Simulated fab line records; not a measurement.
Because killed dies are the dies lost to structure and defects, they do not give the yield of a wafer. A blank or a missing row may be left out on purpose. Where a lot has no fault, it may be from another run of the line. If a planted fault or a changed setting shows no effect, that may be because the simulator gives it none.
fab line records    flow n5-finfet
[record] lots = 7  wafers = 39
route steps=1938 shown FIN_SAQP@100 SD_EPI_N@288 BEOL_M0_SAQP@676 BEOL_M0_CUTY@713 BEOL_M0@715 BEOL_M2@884
start-h: start of the lot's first displayed wafer, in hours after the record's first day    wait-h: hours elapsed since this lot's preceding step    " unchanged from the row above    L1.1+2: several wafers, shown together as one row    - value missing, or start not given    * or withheld: withheld    < > ~ a bound
route shown NAME@n: NAME is a module with steps in the file, n the number in the route of the first one    usual: mean/standard deviation taken from wafers without a fault    same: alike in all rows    chamber/n: place in a boat    sites: each site's reading    _std_site: the values' standard deviation    _edge_site: the outer-site mean with the inner-site mean subtracted    radius-mm: how far each site lies from the wafer's centre    mask NAME#n: copy n    behind: tool/chamber where the wafer was last shaped    hold: why the lot went on hold/how many hours it stayed there/how the hold came to an end    device: the transistor (n, p or np) that didn't switch    end of line: tests run on the same wafers once the route is complete    for a step that has no rows: nothing shown but its recipe    killed: not the wafer's yield, but the dies lost to structure and defects at the first sort    map: a wafer's dies, x killed, . not, _ none there
set.NAME: the run value of the setting; set.NAME@STEP: its run value at that earlier step    model.NAME: the simulator's own value behind a step, which no gauge read
lots with deliberately changed settings; one table per step, one row per wafer
[[steps]]
[step N5_FIN_SAQP_PECVD_06]
[recipe] material = a-Si  target-thk-a = 600  temp-c = 400  precursor = SiH4/He  pressure-torr = 3  rf-w = 100  time-s = 48.1
lot.wafer  tool      chamber  start-h  wait-h  set.time-s  model.a-Si_of_FIN_SAQP_PECVD_06.thk-nm
L076.1     pecvd-01  0        34.46    0.0     48.1        59.45
L076.2     "         1        "        "       48.1        60.07
L076.3     "         2        "        "       48.1        59.85
L076.4     "         0        "        "       48.1        61.17
L076.5     "         1        "        "       48.1        61.13
L076.6     "         2        "        "       48.1        60.86
L078.1     pecvd-01  1        45.38    0.0     26.43       32.74
L078.2     "         2        "        "       48.1        59.96
L078.3     "         0        "        "       26.43       32.22
L078.4     "         0        "        "       26.43       32.48
L078.5     "         2        "        "       48.1        61.16
L078.6     "         1        "        "       48.1        61.35
L085.1     pecvd-01  0        87.34    0.0     30.01       35.98
L085.2     "         1        "        "       30.01       37.02
L085.3     "         2        "        "       48.1        59
L085.4     "         0        "        "       48.1        60.07
L085.5     "         2        "        "       30.01       37.31
L085.6     "         1        "        "       48.1        60.54
L089.1     pecvd-02  1        111.19   0.0     61.3        75.8
L089.2     "         0        "        "       48.1        58.19
L089.3     "         2        "        "       48.1        58.61
L089.4     "         0        "        "       48.1        59.53
L089.5     "         2        "        "       61.3        76.87
L089.6     "         1        "        "       61.3        75.83
L093.1     pecvd-03  0        135.31   0.0     48.1        59.48
L093.2     "         1        "        "       25.6        31.77
L093.3     "         2        "        "       25.6        30.88
L093.4     "         0        "        "       25.6        31.24
L093.5     "         1        "        "       48.1        59.68
L093.6     "         2        "        "       48.1        59.73
L094.1     pecvd-01  1        142.07   0.0     20.58       25.37
L094.2     "         0        "        "       48.1        59.55
L094.3     "         2        "        "       48.1        59.9
L094.4     "         2        "        "       48.1        60.48
L094.5     "         1        "        "       20.58       26.42
L094.6     "         0        "        "       20.58       24.75
L096.1     pecvd-01  0        154.54   0.0     48.1        59.41
L096.2     "         1        "        "       48.1        60.04
L096.5     "         2        "        "       48.1        60.53
[step N5_FIN_SAQP_THK_MEAS_07]
[usual] thk-nm = 59.9/0.8
lot.wafer  tool           chamber  start-h  wait-h  set.time-s@FIN_SAQP_PECVD_06  thk-nm
L076.1     film-metro-02  -        34.55    0.1     48.1                          59.4
L076.2     "              -        "        "       48.1                          60.1
L076.3     "              -        "        "       48.1                          59.8
L076.4     "              -        "        "       48.1                          61.2
L076.5     "              -        "        "       48.1                          61.1
L076.6     "              -        "        "       48.1                          60.9
L078.1     film-metro-01  -        45.47    0.1     26.43                         32.7
L078.2     "              -        "        "       48.1                          59.9
L078.3     "              -        "        "       26.43                         32.2
L078.4     "              -        "        "       26.43                         32.5
L078.5     "              -        "        "       48.1                          61.1
L078.6     "              -        "        "       48.1                          61.3
L085.1     film-metro-01  -        87.43    0.1     30.01                         35.9
L085.2     "              -        "        "       30.01                         37.1
L085.3     "              -        "        "       48.1                          59.0
L085.4     "              -        "        "       48.1                          60.0
L085.5     "              -        "        "       30.01                         37.3
L085.6     "              -        "        "       48.1                          60.6
L089.1     film-metro-01  -        111.28   0.1     61.3                          75.9
L089.2     "              -        "        "       48.1                          58.2
L089.3     "              -        "        "       48.1                          58.6
L089.4     "              -        "        "       48.1                          59.6
L089.5     "              -        "        "       61.3                          76.8
L089.6     "              -        "        "       61.3                          75.9
L093.1     film-metro-01  -        135.41   0.1     48.1                          59.5
L093.2     "              -        "        "       25.6                          31.8
L093.3     "              -        "        "       25.6                          30.9
L093.4     "              -        "        "       25.6                          31.3
L093.5     "              -        "        "       48.1                          59.7
L093.6     "              -        "        "       48.1                          59.7
L094.1     film-metro-01  -        142.16   0.1     20.58                         25.3
L094.2     "              -        "        "       48.1                          59.5
L094.3     "              -        "        "       48.1                          59.9
L094.4     "              -        "        "       48.1                          60.5
L094.5     "              -        "        "       20.58                         26.4
L094.6     "              -        "        "       20.58                         24.8
L096.1     film-metro-02  -        154.64   0.1     48.1                          59.4
L096.2     "              -        "        "       48.1                          60.0
L096.5     "              -        "        "       48.1                          60.5
[step N5_FIN_SAQP_HM_DEP_72]
[recipe] material = SiO2  target-thk-a = 120  temp-c = 400  precursor = SiH4/N2O  pressure-torr = 0.75  rf-w = 275  time-s = 7.2
[step N5_FIN_SAQP_COAT_49]
[recipe] resist = SOC  temp-c = 250  time-s = 60  spin-rpm = 1500  resist-thk-nm = 100
[step N5_FIN_SAQP_HM_OPEN_73]
[recipe] chemistry = CHF3/O2  target = SiO2  stop-on = a-Si  target-depth-a = 120  over-etch-frac = 1.8  mask-material = SOC  time-s = 16.8  pressure-mtorr = 30  source-w = 650  bias-w = 170  Ar_flow_sccm = 200  CHF3_flow_sccm = 50  O2_flow_sccm = 5  ion-energy-ev = 200  ends = end-point
[step N5_FIN_SAQP_STRIP_74]
[recipe] chemistry = CHF3/O2  resist = SiARC  rf-frequency-hz = 6e+07
[step N5_FIN_SAQP_MANDREL_ETCH_22]
[recipe] target-depth-a = 600  chemistry = HBr/Cl2  target = a-Si  stop-on = SiNx  bt-time-s = 10  over-etch-frac = 0.5  time-s = 30  pressure-mtorr = 10  icp-w = 800  bias-w = 75  HBr_flow_sccm = 150  Cl2_flow_sccm = 80  ends = end-point
[usual] oes-product-au = 0.766/0.014
lot.wafer  tool       chamber  start-h  wait-h  set.time-s@FIN_SAQP_PECVD_06  oes-product-au  model.etch.depth-nm
L076.1     rie-si-01  1        35.52    0.0     48.1                          0.768           59.42
L076.2     "          0        "        "       48.1                          0.790           60.03
L076.3     "          3        "        "       48.1                          0.770           59.82
L076.4     "          2        "        "       48.1                          0.774           61.14
L076.5     "          0        "        "       48.1                          0.802           61.1
L076.6     "          3        "        "       48.1                          0.769           60.82
L078.1     rie-si-06  0        46.21    0.0     26.43                         0.553           32.7
L078.2     "          2        "        "       48.1                          0.767           59.95
L078.3     "          1        "        "       26.43                         0.559           32.2
L078.4     "          3        "        "       26.43                         0.557           32.47
L078.5     "          1        "        "       48.1                          0.768           61.13
L078.6     "          0        "        "       48.1                          0.772           61.32
L085.1     rie-si-01  3        88.17    0.0     30.01                         0.595           35.96
L085.2     "          0        "        "       30.01                         0.611           36.98
L085.3     "          2        "        "       48.1                          0.768           58.97
L085.4     "          1        "        "       48.1                          0.764           60.06
L085.5     "          2        "        "       30.01                         0.593           37.27
L085.6     "          3        "        "       48.1                          0.771           60.52
L089.1     rie-si-02  2        112.02   0.0     61.3                          0.855           75.78
L089.2     "          0        "        "       48.1                          0.739           58.18
L089.3     "          3        "        "       48.1                          0.749           58.61
L089.4     "          1        "        "       48.1                          0.783           59.52
L089.5     "          2        "        "       61.3                          0.866           76.87
L089.6     "          3        "        "       61.3                          0.884           75.83
L093.1     rie-si-01  1        136.15   0.0     48.1                          0.758           59.48
L093.2     "          0        "        "       25.6                          0.553           31.75
L093.3     "          3        "        "       25.6                          0.547           30.85
L093.4     "          3        "        "       25.6                          0.550           31.24
L093.5     "          1        "        "       48.1                          0.765           59.67
L093.6     "          0        "        "       48.1                          0.780           59.7
L094.1     rie-si-02  2        143.12   0.0     20.58                         0.482           25.37
L094.2     "          0        "        "       48.1                          0.749           59.51
L094.3     "          1        "        "       48.1                          0.778           59.85
L094.4     "          3        "        "       48.1                          0.761           60.48
L094.5     "          0        "        "       20.58                         0.499           26.37
L094.6     "          1        "        "       20.58                         0.512           24.71
L096.1     rie-si-02  3        155.52   0.0     48.1                          0.759           59.37
L096.2     "          2        "        "       48.1                          0.745           60.04
L096.5     "          3        "        "       48.1                          0.767           60.49
[step N5_SD_EPI_N_EPI_21]
[recipe] material = Si:P  dopant = P  temp-c = 680  pressure-torr = 255  time-s = 690
lot.wafer   tool          chamber  start-h  wait-h  set.epi-growth-time-s  model.Si-P_of_SD_EPI_N_EPI_21.thk-nm
L076.1+5    epi-rpcvd-03  0        64.61    0.1     289.4                  27
L076.2      "             0        "        "       690                    60.4
L076.3      "             0        "        "       289.4                  27.2
L076.4      "             0        "        "       690                    60
L076.6      "             0        "        "       690                    60.6
L078.1+5+6  epi-rpcvd-01  0        74.71    0.1     690                    61
L078.2      "             0        "        "       690                    60.8
L078.3      "             0        "        "       690                    60.4
L078.4      "             0        "        "       690                    60.6
L085.1      epi-rpcvd-02  0        117.44   0.1     690                    58.4
L085.2+4+5  "             0        "        "       690                    57.8
L085.3      "             0        "        "       690                    58.8
L085.6      "             0        "        "       690                    58
L089.1      epi-rpcvd-03  0        141.42   0.2     690                    58.6
L089.2      "             0        "        "       557.4                  50.2
L089.3      "             0        "        "       557.4                  50.4
L089.4      "             0        "        "       690                    59.2
L089.5      "             0        "        "       690                    57.8
L089.6      "             0        "        "       557.4                  51.2
L093.1+2+5  epi-rpcvd-03  0        165.87   0.1     464                    43.2
L093.3      "             0        "        "       690                    59.6
L093.4      "             0        "        "       690                    60
L093.6      "             0        "        "       690                    59.4
L094.1+4    epi-rpcvd-02  0        172.03   0.1     690                    59.4
L094.2      "             0        "        "       538.1                  50.2
L094.3      "             0        "        "       538.1                  50.4
L094.5      "             0        "        "       690                    59.2
L094.6      "             0        "        "       538.1                  49.4
L096.1      epi-rpcvd-01  0        191.04   0.1     690                    59.6
L096.2      "             0        "        "       690                    59.2
L096.5      "             0        "        "       690                    58.8
[step N5_SD_EPI_N_EPI_MEAS_23]
[recipe] mode = xrd
[usual] thk-nm = 59.1/1.3
lot.wafer  tool           chamber  start-h  wait-h  set.epi-growth-time-s@SD_EPI_N_EPI_21  thk-nm
L076.1     film-metro-01  -        66.33    1.4     289.4                                  29.4
L076.2     "              -        "        "       690                                    61.0
L076.3     "              -        "        "       289.4                                  26.7
L076.4     "              -        "        "       690                                    60.5
L076.5     "              -        "        "       289.4                                  29.5
L076.6     "              -        "        "       690                                    60.6
L078.1     film-metro-02  -        76.43    1.4     690                                    61.0
L078.2     "              -        "        "       690                                    60.4
L078.3     "              -        "        "       690                                    61.8
L078.4     "              -        "        "       690                                    61.3
L078.5     "              -        "        "       690                                    60.1
L078.6     "              -        "        "       690                                    60.6
L085.1     film-metro-02  -        119.16   1.4     690                                    59.2
L085.2     "              -        "        "       690                                    59.6
L085.3     "              -        "        "       690                                    59.1
L085.4     "              -        "        "       690                                    57.9
L085.5     "              -        "        "       690                                    57.1
L085.6     "              -        "        "       690                                    58.1
L089.1     film-metro-02  -        143.70   1.9     690                                    58.3
L089.2     "              -        "        "       557.4                                  50.0
L089.3     "              -        "        "       557.4                                  49.3
L089.4     "              -        "        "       690                                    58.7
L089.5     "              -        "        "       690                                    57.0
L089.6     "              -        "        "       557.4                                  51.1
L093.1     film-metro-01  -        167.58   1.4     464                                    42.8
L093.2     "              -        "        "       464                                    44.5
L093.3     "              -        "        "       690                                    59.3
L093.4     "              -        "        "       690                                    60.2
L093.5     "              -        "        "       464                                    43.7
L093.6     "              -        "        "       690                                    60.8
L094.1     film-metro-02  -        173.75   1.4     690                                    60.0
L094.2     "              -        "        "       538.1                                  49.6
L094.3     "              -        "        "       538.1                                  50.7
L094.4     "              -        "        "       690                                    58.8
L094.5     "              -        "        "       690                                    60.1
L094.6     "              -        "        "       538.1                                  49.7
L096.1     film-metro-02  -        192.75   1.4     690                                    61.3
L096.2     "              -        "        "       690                                    59.0
L096.5     "              -        "        "       690                                    58.4
[step N5_BEOL_M0_SAQP_SPACER2_ALD_26]
[recipe] material = SiO2  target-thk-a = 150  temp-c = 300  ald-precursor-family = BDEAS  ald-co-reactant = O2-plasma  pulse-time-s = 1  purge-time-s = 2  co-reactant-purge-time-s = 2  pressure-torr = 2
lot.wafer   tool        chamber  start-h  wait-h  set.target-thk-a  model.SiO2_of_BEOL_M0_SAQP_SPACER2_ALD_26.thk-nm
L076.1+5+6  ald-sin-02  3,2,1    125.43   0.1     208.1             20.8
L076.2      "           1        "        "       150               14.8
L076.3+4    "           2,0      "        "       150               15
L078.1+4+6  ald-sin-03  1,3,3    136.09   0.1     150               15
L078.2+5    "           2        "        "       126.5             12.8
L078.3      "           0        "        "       126.5             12.6
L085.1+3+4  ald-sin-03  3,1,0    178.23   0.2     114.7             11.4
L085.2+6    "           2,0      "        "       150               15
L085.5      "           3        "        "       150               14.8
L089.1+3+6  ald-sin-01  2,0,2    202.95   0.1     150               15
L089.2+4+5  "           3,1,1    "        "       102.8             10.2
L093.1+3+4  ald-sin-01  1,2,0    223.75   0.1     228.4             22.8
L093.2+5+6  "           3,3,0    "        "       150               15
L094.1+4+6  ald-sin-01  3,2,0    231.56   0.1     65.89             6.6
L094.2+5    "           0,3      "        "       150               15
L094.3      "           1        "        "       150               14.8
L096.1+2+5  ald-sin-03  2,0,3    252.24   0.1     150               15
[step N5_BEOL_M0_SAQP_SPACER2_ETCHBACK_27]
[recipe] chemistry = CHF3/O2  mode = anisotropic-etchback  target = SiO2  target-depth-a = 225  time-s = 11.25  pressure-mtorr = 30  source-w = 650  bias-w = 170  Ar_flow_sccm = 200  CHF3_flow_sccm = 50  O2_flow_sccm = 5  ion-energy-ev = 200
[step N5_BEOL_M0_SAQP_MANDREL2_REMOVE_110]
[recipe] chemistry = HBr/Cl2/O2  bt-time-s = 10  target = a-Si  stop-on = SiCN  endpoint = OES-SiCl  over-etch-frac = 1  icp-w = 600  bias-w = 30  HBr_flow_sccm = 150  Cl2_flow_sccm = 80  O2_flow_sccm = 5  pressure-mtorr = 10
lot.wafer   tool       chamber  start-h  wait-h  set.target-thk-a@BEOL_M0_SAQP_SPACER2_ALD_26  model.BEOL_M0_SAQP.cd-nm  model.SiO2_of_BEOL_M0_SAQP_SPACER2_ALD_26.thk-nm
L076.1+5    rie-si-04  0,2      126.07   0.1     208.1                                         20.8                      16.4
L076.2      "          3        "        "       150                                           15                        10.4
L076.3+4    "          1,2      "        "       150                                           15                        10.6
L076.6      "          3        "        "       208.1                                         20.6                      16.4
L078.1+4    rie-si-03  1,3      136.79   0.1     150                                           15                        10.6
L078.2      "          0        "        "       126.5                                         12.8                      8.4
L078.3      "          2        "        "       126.5                                         12.6                      8.2
L078.5      "          2        "        "       126.5                                         12.6                      8.4
L078.6      "          1        "        "       150                                           14.8                      10.6
L085.1+3+4  rie-si-04  1,0,3    179.03   0.1     114.7                                         11.4                      7
L085.2      "          2        "        "       150                                           14.8                      10.4
L085.5      "          2        "        "       150                                           15                        10.4
L085.6      "          1        "        "       150                                           14.8                      10.6
L089.1+3+6  rie-si-04  3,2,0    203.63   0.1     150                                           15                        10.6
L089.2+4+5  "          0,1,3    "        "       102.8                                         10.2                      5.8
L093.1+3+4  rie-si-05  2,0,1    224.72   0.1     228.4                                         22.8                      18.4
L093.2+5+6  "          3,1,0    "        "       150                                           15                        10.6
L094.1      rie-si-04  2        232.47   0.1     65.89                                         6.4                       2.8
L094.2+5    "          1,0      "        "       150                                           15                        10.6
L094.3      "          3        "        "       150                                           14.8                      10.4
L094.4+6    "          0,1      "        "       65.89                                         6.6                       3
L096.1+2+5  rie-si-04  3,0,3    253.00   0.1     150                                           15                        10.6
[step N5_BEOL_M0_SAQP_CD_MEAS_29]
[recipe] target-cd-nm = 14.4  landing-energy-ev = 1000  detector = se-inlens
[usual] cd-nm = 14.97/0.22
lot.wafer  tool       chamber  start-h  wait-h  set.target-thk-a@BEOL_M0_SAQP_SPACER2_ALD_26  cd-nm
L076.1     cd-sem-03  0        126.18   0.1     208.1                                         20.49
L076.2     "          0        "        "       150                                           14.75
L076.3     "          0        "        "       150                                           14.86
L076.4     "          0        "        "       150                                           15.03
L076.5     "          0        "        "       208.1                                         21.04
L076.6     "          0        "        "       208.1                                         20.65
L078.1     cd-sem-03  0        136.90   0.1     150                                           14.80
L078.2     "          0        "        "       126.5                                         12.54
L078.3     "          0        "        "       126.5                                         12.50
L078.4     "          0        "        "       150                                           14.90
L078.5     "          0        "        "       126.5                                         12.86
L078.6     "          0        "        "       150                                           15.14
L085.1     cd-sem-02  0        179.14   0.1     114.7                                         11.11
L085.2     "          0        "        "       150                                           15.38
L085.3     "          0        "        "       114.7                                         11.55
L085.4     "          0        "        "       114.7                                         11.22
L085.5     "          0        "        "       150                                           15.20
L085.6     "          0        "        "       150                                           14.53
L089.1     cd-sem-01  0        203.74   0.1     150                                           15.00
L089.2     "          0        "        "       102.8                                         10.49
L089.3     "          0        "        "       150                                           14.82
L089.4     "          0        "        "       102.8                                         10.32
L089.5     "          0        "        "       102.8                                         10.26
L089.6     "          0        "        "       150                                           15.04
L093.1     cd-sem-01  0        224.83   0.1     228.4                                         22.87
L093.2     "          0        "        "       150                                           15.00
L093.3     "          0        "        "       228.4                                         22.79
L093.4     "          0        "        "       228.4                                         22.45
L093.5     "          0        "        "       150                                           14.36
L093.6     "          0        "        "       150                                           14.80
L094.1     cd-sem-03  0        232.58   0.1     65.89                                         6.57
L094.2     "          0        "        "       150                                           14.82
L094.3     "          0        "        "       150                                           15.10
L094.4     "          0        "        "       65.89                                         6.46
L094.5     "          0        "        "       150                                           15.33
L094.6     "          0        "        "       65.89                                         6.46
L096.1     cd-sem-01  0        253.11   0.1     150                                           15.03
L096.2     "          0        "        "       150                                           15.08
L096.5     "          0        "        "       150                                           15.26
[step N5_BEOL_M0_CUTY_ETCH_63]
[recipe] chemistry = N2/H2  target = SOC  target-depth-a = 827  overetch-a = 165  mask-material = SiARC  temp-c = 40  ion-energy-ev = 200  time-s = 124  pressure-mtorr = 30  source-w = 840  bias-w = 150  n2-flow-sccm = 200  h2-flow-sccm = 200
lot.wafer   tool         chamber  start-h  wait-h  set.time-s  set.target-thk-a@BEOL_M0_SAQP_SPACER2_ALD_26  model.SiO2_of_BEOL_M0_SAQP_SPACER2_ALD_26.thk-nm
L076.1+6    rie-diel-05  1,3      128.21   0.0     124         208.1                                         12.8
L076.2+4    "            0,3      "        "       124         150                                           7
L076.3      "            2        "        "       124         150                                           7.2
L076.5      "            0        "        "       124         208.1                                         13
L078.1+6    rie-diel-05  0,1      140.10   0.0     124         150                                           7.2
L078.2      "            2        "        "       124         126.5                                         4.8
L078.3+5    "            1,2      "        "       89.28       126.5                                         5.8
L078.4      "            3        "        "       89.28       150                                           8
L085.1+4    rie-diel-04  0,3      181.20   0.0     124         114.7                                         3.6
L085.2+5+6  "            1,2,3    "        "       124         150                                           7
L085.3      "            2        "        "       124         114.7                                         3.4
L089.1+3+6  rie-diel-03  0,3,0    205.73   0.0     124         150                                           7.2
L089.2+4+5  "            1,2,1    "        "       124         102.8                                         2.6
L093.1+4    rie-diel-03  3,0      228.47   0.0     146.7       228.4                                         14.4
L093.2+5    "            2,1      "        "       124         150                                           7.2
L093.3      "            1        "        "       124         228.4                                         15
L093.6      "            0        "        "       146.7       150                                           6.6
L094.1+6    rie-diel-05  2,1      235.03   0.0     172.6       65.89                                         1.4
L094.2+5    "            0        "        "       124         150                                           7
L094.3      "            3        "        "       172.6       150                                           5.6
L094.4      "            1        "        "       124         65.89                                         1.4
L096.1+2+5  rie-diel-03  2,1,0    255.01   0.0     124         150                                           7
[step N5_BEOL_M0_CUTY_STRIP_64]
[recipe] chemistry = N2/H2  temp-c = 40  n2-flow-sccm = 200  h2-flow-sccm = 200  rf-frequency-hz = 6e+07
[step N5_BEOL_M0_ETCH_138]
[recipe] chemistry = CH3F/O2  target-depth-a = 120  target = SiCN  time-s = 31.6  ion-energy-ev = 120  pressure-mtorr = 30  source-w = 395  bias-w = 75  Ar_flow_sccm = 150  CH3F_flow_sccm = 30  O2_flow_sccm = 20  ends = cleared
lot.wafer   tool         chamber  start-h  wait-h  set.target-thk-a@BEOL_M0_SAQP_SPACER2_ALD_26  model.SiO2_of_BEOL_M0_SAQP_SPACER2_ALD_26.thk-nm
L076.1+6    rie-diel-05  1,3      128.33   0.0     208.1                                         10.8
L076.2+4    "            0,3      "        "       150                                           5
L076.3      "            2        "        "       150                                           5.2
L076.5      "            0        "        "       208.1                                         11
L078.1+6    rie-diel-05  0,1      140.22   0.0     150                                           5.2
L078.2      "            2        "        "       126.5                                         2.8
L078.3+5    "            1,2      "        "       126.5                                         3.8
L078.4      "            3        "        "       150                                           6
L085.1+3+4  rie-diel-04  0,2,3    181.32   0.0     114.7                                         1.6
L085.2+5+6  "            1,2,3    "        "       150                                           5
L089.1+3    rie-diel-03  0,3      205.85   0.0     150                                           5.2
L089.2+4+5  "            1,2,1    "        "       102.8                                         1.2
L089.6      "            0        "        "       150                                           5
L093.1+4    rie-diel-03  3,0      228.60   0.0     228.4                                         12.4
L093.2      "            2        "        "       150                                           5.2
L093.3      "            1        "        "       228.4                                         13
L093.5      "            1        "        "       150                                           5
L093.6      "            0        "        "       150                                           4.6
L094.1+4+6  rie-diel-05  2,1,1    235.15   0.0     65.89                                         0.6
L094.2+5    "            0        "        "       150                                           5
L094.3      "            3        "        "       150                                           3.6
L096.1+2+5  rie-diel-03  2,1,0    255.14   0.0     150                                           5
[step N5_BEOL_M0_HM_OPEN_105]
[recipe] chemistry = Cl2/BCl3  target-depth-a = 120  target = TiN  ion-energy-ev = 150  pressure-mtorr = 10  icp-w = 1000  bias-w = 126  Cl2_flow_sccm = 53.25  bcl3-flow-sccm = 21.75  Ar_flow_sccm = 25
lot.wafer   tool          chamber  start-h  wait-h  set.target-thk-a@BEOL_M0_SAQP_SPACER2_ALD_26  model.SiO2_of_BEOL_M0_SAQP_SPACER2_ALD_26.thk-nm
L076.1+5    rie-metal-01  1        130.43   2.1     208.1                                         8.6
L076.2+4    "             0        "        "       150                                           2.6
L076.3      "             1        "        "       150                                           2.8
L076.6      "             0        "        "       208.1                                         8.4
L078.1      rie-metal-03  0        140.81   0.5     150                                           2.8
L078.2      "             1        "        "       126.5                                         1.4
L078.3+5    "             1        "        "       126.5                                         1.8
L078.4      "             0        "        "       150                                           3.6
L078.6      "             0        "        "       150                                           2.6
L085.1+3+4  rie-metal-03  1        181.44   0.1     114.7                                         0.8
L085.2+5+6  "             1        "        "       150                                           2.6
L089.1      rie-metal-02  1        206.86   1.0     150                                           2.8
L089.2+4+5  "             0,1,1    "        "       102.8                                         0.6
L089.3+6    "             0        "        "       150                                           2.6
L093.1+4    rie-metal-02  0        229.08   0.4     228.4                                         10
L093.2      "             0        "        "       150                                           2.8
L093.3      "             0        "        "       228.4                                         10.6
L093.5      "             0        "        "       150                                           2.6
L093.6      "             0        "        "       150                                           2
L094.1+4+6  rie-metal-02  1,1,0    240.61   5.4     65.89                                         0.4
L094.2+5    "             0,1      "        "       150                                           2.6
L094.3      "             0        "        "       150                                           1.6
L096.1+5    rie-metal-02  0        256.45   1.3     150                                           2.6
L096.2      "             1        "        "       150                                           2.8
[step N5_BEOL_M2_ETCH_70]
[recipe] chemistry = N2/H2  target = SOC  target-depth-a = 800  overetch-a = 240  mask-material = SiARC  temp-c = 40  time-s = 130  ion-energy-ev = 200  pressure-mtorr = 30  source-w = 840  bias-w = 150  n2-flow-sccm = 200  h2-flow-sccm = 200
lot.wafer   tool         chamber  start-h  wait-h  set.time-s  model.SiARC_of_BEOL_M2_COAT_68.thk-nm
L076.1+6    rie-diel-03  1,2      148.96   0.0     174.3       3.6
L076.2      "            2        "        "       130         5.8
L076.3      "            0        "        "       174.3       3.8
L076.4+5    "            3        "        "       130         6
L078.1      rie-diel-03  0        167.30   0.0     130         5.8
L078.2      "            3        "        "       130         6
L078.3+4+6  "            1,2,1    "        "       93.43       7.4
L078.5      "            2        "        "       130         5.6
L085.1      rie-diel-05  2        203.34   0.0     178.3       3.4
L085.2+4    "            0,1      "        "       178.3       3.6
L085.3+6    "            3,2      "        "       130         5.8
L085.5      "            1        "        "       130         6
L089.1+2+4  rie-diel-03  1,0,2    226.44   0.0     64.03       9
L089.3+5    "            3        "        "       130         6
L089.6      "            0        "        "       130         5.8
L093.1+2    rie-diel-03  1,2      256.75   0.0     130         5.8
L093.3      "            3        "        "       130         6
L093.4      "            0        "        "       109         6.8
L093.5      "            0        "        "       109         6.6
L093.6      "            3        "        "       109         7
L094.1      rie-diel-03  0        259.72   0.0     81.53       8
L094.2+3    "            2,3      "        "       81.53       8.2
L094.4+6    "            1        "        "       130         5.8
L094.5      "            0        "        "       130         5.6
L096.1+2    rie-diel-03  3,2      282.03   0.0     130         6
L096.5      "            0        "        "       130         5.6
[[key]]
[split] step = N5_FIN_SAQP_PECVD_06  setting = time-s  stated = 48.1  by = wafer
[response] step = N5_FIN_SAQP_PECVD_06  reading = model.a-Si_of_FIN_SAQP_PECVD_06.thk-nm  change = +0.613  per = 1%  r = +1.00
[response] step = N5_FIN_SAQP_THK_MEAS_07  reading = thk-nm  change = *  per = 1%  r = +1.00
[response] step = N5_FIN_SAQP_MANDREL_ETCH_22  reading = oes-product-au  change = +0.00459  per = 1%  r = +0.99
[response] step = N5_FIN_SAQP_MANDREL_ETCH_22  reading = model.etch.depth-nm  change = +0.613  per = 1%  r = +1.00
[split] step = N5_SD_EPI_N_EPI_21  setting = epi-growth-time-s  stated = 690  by = wafer
[response] step = N5_SD_EPI_N_EPI_21  reading = model.Si-P_of_SD_EPI_N_EPI_21.thk-nm  change = +0.534  per = 1%  r = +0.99
[response] step = N5_SD_EPI_N_EPI_MEAS_23  reading = thk-nm  change = *  per = 1%  r = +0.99
[split] step = N5_BEOL_M0_SAQP_SPACER2_ALD_26  setting = target-thk-a  stated = 150  by = wafer
[response] step = N5_BEOL_M0_SAQP_SPACER2_ALD_26  reading = model.SiO2_of_BEOL_M0_SAQP_SPACER2_ALD_26.thk-nm  change = +0.15  per = 1%  r = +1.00
[response] step = N5_BEOL_M0_SAQP_MANDREL2_REMOVE_110  reading = model.BEOL_M0_SAQP.cd-nm  change = +0.149  per = 1%  r = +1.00
[response] step = N5_BEOL_M0_SAQP_MANDREL2_REMOVE_110  reading = model.SiO2_of_BEOL_M0_SAQP_SPACER2_ALD_26.thk-nm  change = +0.145  per = 1%  r = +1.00
[response] step = N5_BEOL_M0_SAQP_CD_MEAS_29  reading = cd-nm  change = +0.152  per = 1%  r = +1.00
[response] step = N5_BEOL_M0_CUTY_ETCH_63  reading = model.SiO2_of_BEOL_M0_SAQP_SPACER2_ALD_26.thk-nm  change = +0.127  per = 1%  r = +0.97
[response] step = N5_BEOL_M0_ETCH_138  reading = model.SiO2_of_BEOL_M0_SAQP_SPACER2_ALD_26.thk-nm  change = +0.118  per = 1%  r = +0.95
[response] step = N5_BEOL_M0_HM_OPEN_105  reading = model.SiO2_of_BEOL_M0_SAQP_SPACER2_ALD_26.thk-nm  change = +0.0943  per = 1%  r = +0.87
[split] step = N5_BEOL_M0_CUTY_ETCH_63  setting = time-s  stated = 124  by = wafer
response none clear
[split] step = N5_BEOL_M2_ETCH_70  setting = time-s  stated = 130  by = wafer
[response] step = N5_BEOL_M2_ETCH_70  reading = model.SiARC_of_BEOL_M2_COAT_68.thk-nm  change = -0.0621  per = 1%  r = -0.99
